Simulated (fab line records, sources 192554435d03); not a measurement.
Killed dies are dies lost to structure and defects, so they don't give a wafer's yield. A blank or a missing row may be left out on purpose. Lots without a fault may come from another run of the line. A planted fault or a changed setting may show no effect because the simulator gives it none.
fab line records | flow n5_finfet | part 1 of 2: steps 1 to 20 of 28
record lots=5 wafers=15 last_day=17
route steps=1938 shown FIN_SAQP@140 FIN_CUT@154
lots that met no fault: from a run of the same line without faults
start_h: hours from the record's first day to the start of the lot's first wafer shown | wait_h: hours since the lot's step before | " the same as in the row above | L1.1+2: a row that stands for several wafers | - no value, or no start given | * or withheld: withheld | < > ~ a bound
route shown NAME@n: a module of which the file shows steps, and the number in the route of the first | usual: mean/standard deviation of fault-free wafers | same: alike in all rows | chamber/n: place in a boat | sites: the reading at each site | _std_site: their standard deviation | _edge_site: outer sites' mean less inner sites' | radius_mm: how far each site lies from the wafer's centre | mask NAME#n: copy n | behind: the tool/chamber that last shaped the wafer | hold: why the lot was held/for how many hours/how that ended | device: the transistor (n, p or np) that didn't switch | end of line: the same wafers' tests at the end of the route | a step without rows: its recipe alone | killed: dies lost to structure and defects at the first sort, not the wafer's yield | map: a wafer's dies, x killed, . not, _ none there
set.NAME: the setting as run; set.NAME@STEP: as run at that earlier step | model.NAME: the simulator's own value behind a step, which no gauge read
lots at some steps of the route; a table a step, a row a wafer
services: from which hour (start_h, from the record's first day; less than 0 if before it) a tool's chamber was out of use, for how many hours, and why
## steps
# step N5_FIN_SAQP_MANDREL2_REMOVE_60
# recipe chemistry=HBr/Cl2/O2 bt_time_s=10 target=a-Si stop_on=SiNx endpoint=OES-SiCl over_etch_frac=1 icp_w=600 bias_w=22 HBr_flow_sccm=150 Cl2_flow_sccm=80 O2_flow_sccm=5 pressure_mtorr=10
# usual drypump_motor_current_A=6.0/0.42 he_backside_leak_sccm=2.8/0.31 oes_product_au=1.003/0.019 throttle_valve_pct=36.8/0.31
# same bt_time_s=10
# columns lot.wafer tool chamber start_h wait_h drypump_motor_current_A he_backside_leak_sccm oes_product_au rf_hours_counter_h throttle_valve_pct
L076.1 rie_si-03 1 38.57 0.1 5.6 2.8 1.014 110 36.8
L076.2 " 3 " " 5.7 3.1 0.995 143 37.3
L076.5 " 2 " " 6.4 2.7 1.008 - 37.4
L083.3 rie_si-03 2 82.28 0.1 6.4 2.6 0.994 19 37.4
L083.4 " 0 " " 6.5 2.6 0.987 116 36.4
L083.6 " 1 " " 5.6 2.9 1.005 - 36.8
L085.1 rie_si-01 2 98.66 0.1 5.4 3.2 1.014 182 36.6
L085.3 " 0 " " 6.0 2.8 0.999 94 37.0
L085.5 " 0 " " 6.0 3.1 1.003 - 37.0
L092.1 rie_si-03 0 134.77 0.1 6.5 2.6 0.998 117 36.4
L092.3 " 1 " " 5.6 2.7 1.008 112 36.8
L092.4 " 3 " " 5.7 2.7 0.988 145 37.3
L096.3 rie_si-03 3 157.41 0.1 5.7 2.8 0.995 145 37.3
L096.5 " 0 " " 6.5 2.6 0.987 - 36.4
L096.6 " 1 " " 5.6 2.9 1.003 - 36.8
# step N5_FIN_SAQP_CD_MEAS_31
# recipe target_cd_nm=8 landing_energy_ev=1000 detector=se_inlens polarity=line
# usual cd_nm=8.10/0.22
# columns lot.wafer tool chamber start_h wait_h cd_nm
L076.1 cd_sem-02 0 38.68 0.1 7.91
L076.2 " 0 " " 8.22
L076.5 " 0 " " 7.42
L083.3 cd_sem-03 0 82.40 0.1 7.91
L083.4 " 0 " " 8.29
L083.6 " 0 " " 7.91
L085.1 cd_sem-03 0 98.77 0.1 8.12
L085.3 " 0 " " 8.31
L085.5 " 0 " " 7.97
L092.1 cd_sem-02 0 134.88 0.1 8.11
L092.3 " 0 " " 8.03
L092.4 " 0 " " 8.00
L096.3 cd_sem-01 0 157.52 0.1 8.20
L096.5 " 0 " " 8.33
L096.6 " 0 " " 7.85
# step N5_FIN_SAQP_HM_OPEN_33
# recipe chemistry=CH3F/O2 target=SiNx mask_material=SiO2 target_depth_a=494 time_s=70.6 pressure_mtorr=30 source_w=395 bias_w=73 Ar_flow_sccm=150 CH3F_flow_sccm=30 O2_flow_sccm=20 ion_energy_ev=120 ends=cleared
# usual drypump_motor_current_A=5.5/0.36 etch_rf_on_time_s=69.6/1.1 oes_product_au=0.66/0.068 rf_vpp_V=298/3.9 showerhead_plenum_p_Torr=1.99/0.078 throttle_valve_pct=16.33/0.21
# columns lot.wafer tool chamber start_h wait_h drypump_motor_current_A etch_rf_on_time_s oes_product_au rf_hours_counter_h rf_vpp_V showerhead_plenum_p_Torr throttle_valve_pct
L076.1 rie_diel-05 3 38.73 0.0 5.7 69.6 0.61 220 295 1.89 16.56
L076.2 " 1 " " 5.5 67.9 0.67 136 301 1.93 16.42
L076.5 " 3 " " 5.7 69.2 0.61 - 295 1.89 16.54
L083.3 rie_diel-04 3 82.44 0.0 5.6 70.2 0.62 160 305 1.90 16.28
L083.4 " 2 " " 4.8 69.1 0.81 9 302 1.96 16.13
L083.6 " 3 " " 5.6 71.3 0.62 - 305 1.90 16.27
L085.1 rie_diel-04 3 98.82 0.0 5.6 70.4 0.62 166 303 1.90 16.26
L085.3 " 1 " " 5.3 69.3 0.62 192 295 2.08 16.58
L085.5 " 1 " " 5.3 69.7 0.61 - 296 2.08 16.57
L092.1 rie_diel-02 3 134.93 0.0 5.4 70.7 0.79 22 296 2.04 16.15
L092.3 " 2 " " 5.9 69.8 0.63 183 291 2.07 16.51
L092.4 " 0 " " 5.7 72.1 0.61 185 301 1.92 16.42
L096.3 rie_diel-04 3 157.57 0.0 5.6 71.6 0.59 185 304 1.90 16.32
L096.5 " 0 " " 5.9 70.9 0.59 - 293 1.90 16.52
L096.6 " 3 " " 5.6 70.6 0.61 - 305 1.90 16.31
# step N5_FIN_SAQP_ETCH_34
# recipe chemistry=C4F6/O2 target=SiO2 target_depth_a=450 time_s=15 ion_energy_ev=250 pressure_mtorr=30 source_w=345 bias_w=185 Ar_flow_sccm=300 C4F6_flow_sccm=10 O2_flow_sccm=10 ends=cleared
# usual drypump_motor_current_A=5.5/0.36 etch_rf_on_time_s=15.07/0.15 oes_product_au=0.66/0.068 rf_vpp_V=666/9.2 showerhead_plenum_p_Torr=2.83/0.11 throttle_valve_pct=21.05/0.21
# columns lot.wafer tool chamber start_h wait_h drypump_motor_current_A etch_rf_on_time_s oes_product_au rf_hours_counter_h rf_vpp_V showerhead_plenum_p_Torr throttle_valve_pct
L076.1 rie_diel-05 3 38.80 0.0 5.7 15.27 0.61 220 661 2.70 21.25
L076.2 " 1 " " 5.5 15.25 0.66 136 676 2.76 21.18
L076.5 " 3 " " 5.8 15.40 0.60 - 661 2.70 21.22
L083.3 rie_diel-04 3 82.51 0.0 5.6 15.21 0.61 160 683 2.72 20.96
L083.4 " 2 " " 4.8 15.00 0.82 9 675 2.80 20.88
L083.6 " 3 " " 5.6 15.24 0.62 - 684 2.72 20.97
L085.1 rie_diel-04 3 98.89 0.0 5.6 15.26 0.62 166 682 2.72 20.96
L085.3 " 1 " " 5.3 15.11 0.62 192 657 2.96 21.31
L085.5 " 1 " " 5.3 15.19 0.61 - 658 2.96 21.32
L092.1 rie_diel-02 3 135.00 0.0 5.4 14.76 0.79 22 663 2.90 20.93
L092.3 " 2 " " 5.9 14.88 0.62 183 649 2.95 21.22
L092.4 " 0 " " 5.6 15.13 0.61 185 673 2.73 21.14
L096.3 rie_diel-04 3 157.64 0.0 5.6 15.18 0.60 185 683 2.71 20.99
L096.5 " 0 " " 5.9 15.18 0.60 - 659 2.72 21.22
L096.6 " 3 " " 5.6 15.11 0.61 - 683 2.71 20.99
# step N5_FIN_SAQP_STRIP_77
# recipe chemistry=N2/H2 time_s=90 power_w=100 temp_c=40 pressure_mtorr=100 rf_frequency_hz=6e+07 bias_power_w=3 n2_flow_sccm=300 h2_flow_sccm=300
# usual bias_power_w=2.999/0.0092 drypump_motor_current_A=5.5/0.36 n2_flow_sccm=299.9/0.82 oes_product_au=0.77/0.08 rf_vpp_V=45.3/0.77 showerhead_plenum_p_Torr=3.36/0.12 throttle_valve_pct=12.22/0.24
# columns lot.wafer tool chamber start_h wait_h bias_power_w drypump_motor_current_A n2_flow_sccm oes_product_au rf_hours_counter_h rf_vpp_V showerhead_plenum_p_Torr throttle_valve_pct
L076.1 rie_diel-05 3 38.83 0.0 3.011 5.7 299.6 0.72 220 45.2 3.21 12.45
L076.2 " 1 " " 3.008 5.5 299.7 0.78 136 44.8 3.26 12.26
L076.5 " 3 " " 2.997 5.7 299.4 0.72 - 45.4 3.21 12.47
L083.3 rie_diel-04 3 82.53 0.0 2.987 5.6 298.8 0.73 160 43.1 3.24 12.22
L083.4 " 2 " " 2.988 4.8 299.8 0.95 9 45.3 3.30 11.84
L083.6 " 3 " " 3.010 5.6 299.8 0.72 - 45.9 3.24 12.23
L085.1 rie_diel-04 3 98.91 0.0 2.994 5.7 300.4 0.72 166 45.5 3.24 12.24
L085.3 " 1 " " 2.995 5.3 299.4 0.72 192 44.5 3.47 12.38
L085.5 " 1 " " 3.000 5.3 301.0 0.72 - 45.3 3.47 12.40
L092.1 rie_diel-02 3 135.03 0.0 2.999 5.4 300.2 0.95 22 45.2 3.42 11.89
L092.3 " 2 " " 3.002 6.0 299.4 0.74 183 46.9 3.51 12.43
L092.4 " 0 " " 3.004 5.7 300.9 0.73 185 46.1 3.25 12.49
L096.3 rie_diel-04 3 157.66 0.0 2.988 5.6 301.0 0.71 185 45.3 3.23 12.29
L096.5 " 0 " " 2.988 5.9 300.3 0.71 - 45.8 3.23 12.40
L096.6 " 3 " " 2.992 5.7 298.7 0.70 - 44.4 3.23 12.27
# step N5_FIN_SAQP_HM_CD_35
# recipe target_cd_nm=8 polarity=line
# usual cd_nm=8.09/0.24
# columns lot.wafer tool chamber start_h wait_h cd_nm
L076.1 cd_sem-01 - 38.95 0.1 8.04
L076.2 " - " " 8.16
L076.5 " - " " 8.04
L083.3 cd_sem-03 - 82.66 0.1 8.10
L083.4 " - " " 8.28
L083.6 " - " " 8.14
L085.1 cd_sem-01 - 99.04 0.1 8.17
L085.3 " - " " 7.98
L085.5 " - " " 7.88
L092.1 cd_sem-01 - 135.16 0.1 8.09
L092.3 " - " " 7.83
L092.4 " - " " 7.94
L096.3 cd_sem-02 - 157.79 0.1 8.14
L096.5 " - " " 8.03
L096.6 " - " " 8.17
# step N5_FIN_SAQP_ETCH_64
# recipe chemistry=CF4 target=SiO2 target_depth_a=15 ion_energy_ev=350 pressure_mtorr=10 icp_w=800 bias_w=400 cf4_flow_sccm=80
# usual drypump_motor_current_A=6.0/0.4 he_backside_leak_sccm=2.81/0.29 oes_product_au=1.004/0.028 throttle_valve_pct=21.77/0.26
# columns lot.wafer tool chamber start_h wait_h drypump_motor_current_A he_backside_leak_sccm oes_product_au rf_hours_counter_h throttle_valve_pct
L076.1 rie_si-01 3 39.00 0.0 6.7 2.53 1.055 5 21.75
L076.2 " 0 " " 6.0 2.94 1.006 93 22.05
L076.5 " 3 " " 6.7 2.58 1.062 - 21.74
L083.3 rie_si-04 1 82.71 0.0 6.1 2.94 1.049 90 21.73
L083.4 " 3 " " 6.3 2.56 0.983 87 21.67
L083.6 " 2 " " 5.4 2.66 1.011 - 21.43
L085.1 rie_si-04 1 99.09 0.0 6.1 2.69 1.047 90 21.73
L085.3 " 0 " " 5.6 3.48 0.971 172 21.69
L085.5 " 3 " " 6.3 2.60 0.986 - 21.69
L092.1 rie_si-01 1 135.21 0.0 6.0 2.56 0.991 119 21.93
L092.3 " 3 " " 6.7 2.58 1.072 6 21.74
L092.4 " 0 " " 6.0 3.23 0.995 95 22.05
L096.3 rie_si-01 1 157.83 0.0 6.0 2.42 0.971 120 21.93
L096.5 " 1 " " 6.0 2.58 0.980 - 21.95
L096.6 " 0 " " 6.0 2.75 1.003 - 22.04
# step N5_FIN_SAQP_FIN_ETCH_36
# recipe chemistry=HBr/Cl2/O2 target_depth_a=1200 mask_material=SiNx time_s=50.4 bias_w=102 pressure_mtorr=10 icp_w=800 HBr_flow_sccm=150 Cl2_flow_sccm=80 O2_flow_sccm=12
# usual drypump_motor_current_A=6.0/0.4 he_backside_leak_sccm=2.80/0.29 oes_product_au=1.005/0.026 throttle_valve_pct=36.1/0.32
# columns lot.wafer tool chamber start_h wait_h drypump_motor_current_A he_backside_leak_sccm oes_product_au rf_hours_counter_h throttle_valve_pct
L076.1 rie_si-01 3 39.02 0.0 6.7 2.79 1.052 5 35.8
L076.2 " 0 " " 6.0 2.66 0.994 93 36.3
L076.5 " 3 " " 6.7 2.71 1.046 - 35.8
L083.3 rie_si-04 1 82.73 0.0 6.1 2.81 1.046 90 36.4
L083.4 " 3 " " 6.3 2.46 0.994 87 36.2
L083.6 " 2 " " 5.4 2.63 1.001 - 35.6
L085.1 rie_si-04 1 99.11 0.0 6.1 2.62 1.042 90 36.4
L085.3 " 0 " " 5.6 3.32 0.954 172 36.1
L085.5 " 3 " " 6.3 2.43 0.985 - 36.2
L092.1 rie_si-01 1 135.23 0.0 6.0 2.51 0.993 119 36.4
L092.3 " 3 " " 6.7 2.52 1.048 6 35.8
L092.4 " 0 " " 6.0 2.89 1.021 95 36.3
L096.3 rie_si-01 1 157.85 0.0 6.0 2.54 1.004 120 36.4
L096.5 " 1 " " 6.0 2.47 0.997 - 36.4
L096.6 " 0 " " 6.0 2.66 1.012 - 36.3
# step N5_FIN_SAQP_CD_MEAS_37
# recipe target_cd_nm=8 polarity=line
# usual cd_nm=8.05/0.22
# columns lot.wafer tool chamber start_h wait_h cd_nm
L076.1 cd_sem-01 - 39.14 0.1 7.90
L076.2 " - " " 8.12
L076.5 " - " " 8.17
L083.3 cd_sem-03 - 82.85 0.1 8.17
L083.4 " - " " 8.04
L083.6 " - " " 8.07
L085.1 cd_sem-01 - 99.23 0.1 8.28
L085.3 " - " " 8.07
L085.5 " - " " 8.01
L092.1 cd_sem-01 - 135.35 0.1 7.97
L092.3 " - " " 7.90
L092.4 " - " " 7.94
L096.3 cd_sem-02 - 157.98 0.1 8.38
L096.5 " - " " 7.70
L096.6 " - " " 8.36
# step N5_FIN_SAQP_PRECLEAN_38
# recipe chemistry=O3/DIW time_s=45 temp_c=22 o3_ppm=10
# columns lot.wafer tool chamber start_h wait_h
L076.1+2+5 wet_bench-05 5,3,6 39.18 0.0
L083.3+4+6 wet_bench-06 6,3,5 82.89 0.0
L085.1+3+5 wet_bench-01 7,0,3 99.27 0.0
L092.1+3+4 wet_bench-01 6,0,3 135.39 0.0
L096.3+5+6 wet_bench-06 7,5,6 158.01 0.0
# step N5_FIN_SAQP_PRECLEAN_45
# recipe chemistry=dHF time_s=10 dilution=500:1 temp_c=25
# columns lot.wafer tool chamber start_h wait_h
L076.1+2+5 wet_bench-05 5,3,6 39.19 0.0
L083.3+4+6 wet_bench-06 6,3,5 82.90 0.0
L085.1+3+5 wet_bench-01 7,0,3 99.28 0.0
L092.1+3+4 wet_bench-01 6,0,3 135.41 0.0
L096.3+5+6 wet_bench-06 7,5,6 158.03 0.0
# step N5_FIN_SAQP_SRD_39
# recipe dry=ipa_marangoni time_s=30 temp_c=23 rinse_liquid=diw
# columns lot.wafer tool chamber start_h wait_h
L076.1+2+5 wet_bench-05 5,3,6 39.20 0.0
L083.3+4+6 wet_bench-06 6,3,5 82.90 0.0
L085.1+3+5 wet_bench-01 7,0,3 99.29 0.0
L092.1+3+4 wet_bench-01 6,0,3 135.41 0.0
L096.3+5+6 wet_bench-06 7,5,6 158.03 0.0
# step N5_FIN_SAQP_OCD_MEAS_76
# usual trench_depth_nm=120.2/2.4
# columns lot.wafer tool chamber start_h wait_h trench_depth_nm
L076.1 ocd-02 - 39.24 0.0 125.1
L076.2 " - " " 121.4
L076.5 " - " " 124.7
L083.3 ocd-01 - 82.95 0.0 122.6
L083.4 " - " " 121.1
L083.6 " - " " 119.0
L085.1 ocd-02 - 99.33 0.0 122.1
L085.3 " - " " 116.6
L085.5 " - " " 118.6
L092.1 ocd-01 - 135.45 0.0 119.1
L092.3 " - " " 125.6
L092.4 " - " " 123.4
L096.3 ocd-01 - 158.07 0.0 120.5
L096.5 " - " " 119.3
L096.6 " - " " 122.9
# step N5_FIN_SAQP_INSPECT_40
# recipe inspect_instrument=brightfield mode=aei
# usual raw_defect_count=236/81
# columns lot.wafer tool chamber start_h wait_h raw_defect_count
L076.1 defect_inspect-02 - 39.27 0.0 160
L076.2 " - " " 134
L076.5 " - " " 159
L083.3 defect_inspect-01 - 82.98 0.0 154
L083.4 " - " " 209
L083.6 " - " " 225
L085.1 defect_inspect-02 - 99.36 0.0 194
L085.3 " - " " 187
L085.5 " - " " 193
L092.1 defect_inspect-02 - 135.48 0.0 249
L092.3 " - " " 282
L092.4 " - " " 248
L096.3 defect_inspect-02 - 158.10 0.0 176
L096.5 " - " " 144
L096.6 " - " " 158
# step N5_FIN_CUT_COAT_18
# recipe resist=SOC temp_c=250 time_s=60 spin_rpm=1500 resist_thk_nm=230
# usual resist_line_temp_C=23.02/0.12
# columns lot.wafer tool chamber start_h wait_h resist_line_temp_C
L076.1 litho_track-02 0 39.30 0.0 22.99
L076.2 " 0 " " 22.97
L076.5 " 0 " " 23.20
L083.3 litho_track-03 0 83.02 0.0 22.86
L083.4 " 0 " " 22.78
L083.6 " 0 " " 22.92
L085.1 litho_track-03 0 99.39 0.0 22.91
L085.3 " 0 " " 23.11
L085.5 " 0 " " 22.98
L092.1 litho_track-03 0 135.51 0.0 23.23
L092.3 " 0 " " 23.13
L092.4 " 0 " " 23.19
L096.3 litho_track-03 0 158.13 0.0 23.12
L096.5 " 0 " " 22.84
L096.6 " 0 " " 23.04
# step N5_FIN_CUT_COAT_19
# recipe resist=SiARC temp_c=220 time_s=60 spin_rpm=1500 resist_thk_nm=20
# usual resist_line_temp_C=23.01/0.1
# columns lot.wafer tool chamber start_h wait_h resist_line_temp_C
L076.1 litho_track-02 0 - - 23.02
L076.2 " 0 " " 23.16
L076.5 " 0 " " 23.00
L083.3 litho_track-03 0 - - 22.94
L083.4 " 0 " " 23.10
L083.6 " 0 " " 22.93
L085.1 litho_track-03 0 - - 23.14
L085.3 " 0 " " 23.27
L085.5 " 0 " " 23.08
L092.1 litho_track-03 0 - - 23.06
L092.3 " 0 " " 23.17
L092.4 " 0 " " 23.03
L096.3 litho_track-03 0 - - 23.00
L096.5 " 0 " " 22.89
L096.6 " 0 " " 22.97
# step N5_FIN_CUT_COAT_29
# recipe resist=underlayer temp_c=205 time_s=60 spin_rpm=1500 resist_thk_nm=10
# usual resist_line_temp_C=22.99/0.1
# columns lot.wafer tool chamber start_h wait_h resist_line_temp_C
L076.1 litho_track-02 0 - - 22.97
L076.2 " 0 " " 22.97
L076.5 " 0 " " 22.93
L083.3 litho_track-03 0 - - 22.98
L083.4 " 0 " " 23.06
L083.6 " 0 " " 22.99
L085.1 litho_track-03 0 - - 22.96
L085.3 " 0 " " 23.08
L085.5 " 0 " " 23.02
L092.1 litho_track-03 0 - - 22.98
L092.3 " 0 " " 22.98
L092.4 " 0 " " 22.92
L096.3 litho_track-03 0 - - 23.01
L096.5 " 0 " " 23.06
L096.6 " 0 " " 22.74
# step N5_FIN_CUT_COAT_02
# recipe resist=CAR-EUV spin_rpm=1500 resist_thk_nm=30
# usual resist_line_temp_C=22.98/0.11
# columns lot.wafer tool chamber start_h wait_h resist_line_temp_C
L076.1 litho_track-02 0 - - 23.08
L076.2 " 0 " " 22.91
L076.5 " 0 " " 22.84
L083.3 litho_track-03 0 - - 23.09
L083.4 " 0 " " 22.91
L083.6 " 0 " " 23.02
L085.1 litho_track-03 0 - - 23.04
L085.3 " 0 " " 23.09
L085.5 " 0 " " 23.03
L092.1 litho_track-03 0 - - 22.96
L092.3 " 0 " " 22.95
L092.4 " 0 " " 23.08
L096.3 litho_track-03 0 - - 22.77
L096.5 " 0 " " 22.84
L096.6 " 0 " " 22.80
# step N5_FIN_CUT_EBR_04
# recipe solvent=PGMEA ebr_width_mm=1.5
# usual resist_line_temp_C=23.01/0.1
# columns lot.wafer tool chamber start_h wait_h resist_line_temp_C
L076.1 litho_track-02 0 - - 22.97
L076.2 " 0 " " 23.06
L076.5 " 0 " " 23.10
L083.3 litho_track-03 0 - - 23.05
L083.4 " 0 " " 23.00
L083.6 " 0 " " 23.03
L085.1 litho_track-03 0 - - 22.87
L085.3 " 0 " " 23.05
L085.5 " 0 " " 23.15
L092.1 litho_track-03 0 - - 23.01
L092.3 " 0 " " 23.05
L092.4 " 0 " " 23.00
L096.3 litho_track-03 0 - - 23.05
L096.5 " 0 " " 23.04
L096.6 " 0 " " 23.15
# step N5_FIN_CUT_SOFTBAKE_03
# recipe temp_c=110 time_s=60 resist=CAR-EUV
# usual resist_line_temp_C=23.01/0.12
# columns lot.wafer tool chamber start_h wait_h resist_line_temp_C
L076.1 litho_track-02 0 - - 22.86
L076.2 " 0 " " 22.94
L076.5 " 0 " " 23.08
L083.3 litho_track-03 0 - - 23.05
L083.4 " 0 " " 23.01
L083.6 " 0 " " 22.98
L085.1 litho_track-03 0 - - 23.07
L085.3 " 0 " " 23.09
L085.5 " 0 " " 22.91
L092.1 litho_track-03 0 - - 23.17
L092.3 " 0 " " 23.15
L092.4 " 0 " " 23.06
L096.3 litho_track-03 0 - - 22.88
L096.5 " 0 " " 23.05
L096.6 " 0 " " 22.85
